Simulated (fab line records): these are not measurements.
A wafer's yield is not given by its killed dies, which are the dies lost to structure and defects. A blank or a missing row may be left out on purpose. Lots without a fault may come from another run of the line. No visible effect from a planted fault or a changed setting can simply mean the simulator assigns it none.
A lot that was struck, set against a sound lot + flow nand-harc + 13 out of 1302 route steps
Sound: the wafers L561.1, L561.2, L561.6. Struck: wafer L550.1 (left out: L550.4, L550.6 of the same lot, which were not struck); the cause appears at the end.
Each step with rows lists, per side, the tool, then ch with its chambers, then its first start. Under that, the readings that differ: sound wafers + struck wafers + difference of the means + sigmas: that difference in standard deviations of wafers without a fault.
alike: words and numbers the same on both sides, and readings whose means are apart by under 2 such deviations; not compared: readings that were withheld, readings missing a value for some wafer, numbers with overlapping values and no deviation given by the record, and bounds like >300 which may hide the same value.
The two part at a step that has a row with sigmas, a row that says differs or no value, or rows on one side only. Non-overlapping numbers with no deviation appear without sigmas and do not part them. Lack of a reading on every wafer of one side parts them only where that side has two or more wafers.

first, 1 step without rows for these wafers: NHARC_A_CONTACT_STRIP_27 (strips in post etch residue remover, time 600 s).
NHARC_A_CONTACT_ALD_18: deposits TiN, target thk 3 nm, pulse time 1 s, ald cycles 150.
  sound on ald-metal-04 ch 1,2, day 29 17:51; struck on ald-metal-01 ch 0, day 25 02:57
  alike: heater-power-w, precursor-pulse-height-rel
  not compared: since-wet-clean-h
NHARC_A_CONTACT_CVD_19: deposits W, target thk 300 nm, time 802 s.
  sound on cvd-w-02 ch 0,1; struck on cvd-w-02 ch 0
| reading             | sound             | struck | difference | sigmas |
|---------------------|-------------------|--------|------------|--------|
| mfc-wf6-sccm (sccm) | 39.87 40.01 39.89 | 40.19  | +0.27      | +2     |
  alike: heater-power-w, throttle-valve-pct
  not compared: since-wet-clean-h
NHARC_A_CONTACT_CMP_20: polishes, t overpolish 30 s, target thk 300 nm.
  sound on cmp-01 ch 0,1,3, day 29 18:56; struck on cmp-02 ch 0, day 25 04:02
  alike: motor-current-A, overpolish-run-s, slurry-flow-ml-min, time-to-endpoint-s
  not compared: pad-life-wafers
after that, 1 step had no rows for these wafers: NHARC_A_CONTACT_SRD_22.
NHARC_A_CONTACT_INSPECT_23:
  sound on defect-inspect-02 at day 29 19:20; struck on defect-inspect-02 at day 25 04:26
  alike: raw-defect-count
then, 5 steps without rows for these wafers: NHARC_A_BLC_DEHYDRATE_00 (time 120 s); NHARC_A_BLC_HMDS_01 (time 30 s); NHARC_A_BLC_COAT_02 (time 75 s); NHARC_A_BLC_COAT_03 (time 65 s); NHARC_A_BLC_COAT_04 (resist thk 90 nm).
NHARC_A_BLC_SOFTBAKE_05: time 55 s.
  sound on litho-track-01 ch 0, day 29 19:00; struck on litho-track-06 ch 0, day 25 04:00
| reading                  | sound                | struck | difference | sigmas      |
|--------------------------|----------------------|--------|------------|-------------|
| heater-power-total-W (W) | 188.36 188.28 188.69 | 240.23 | +51.79     | +99 or more |
after that, 1 step had no rows for these wafers: NHARC_A_BLC_EBR_06.

== WHERE THEY PART ==
First at NHARC_A_CONTACT_CVD_19; last, within this record, at NHARC_A_BLC_SOFTBAKE_05.

WHY: what the simulator had put in
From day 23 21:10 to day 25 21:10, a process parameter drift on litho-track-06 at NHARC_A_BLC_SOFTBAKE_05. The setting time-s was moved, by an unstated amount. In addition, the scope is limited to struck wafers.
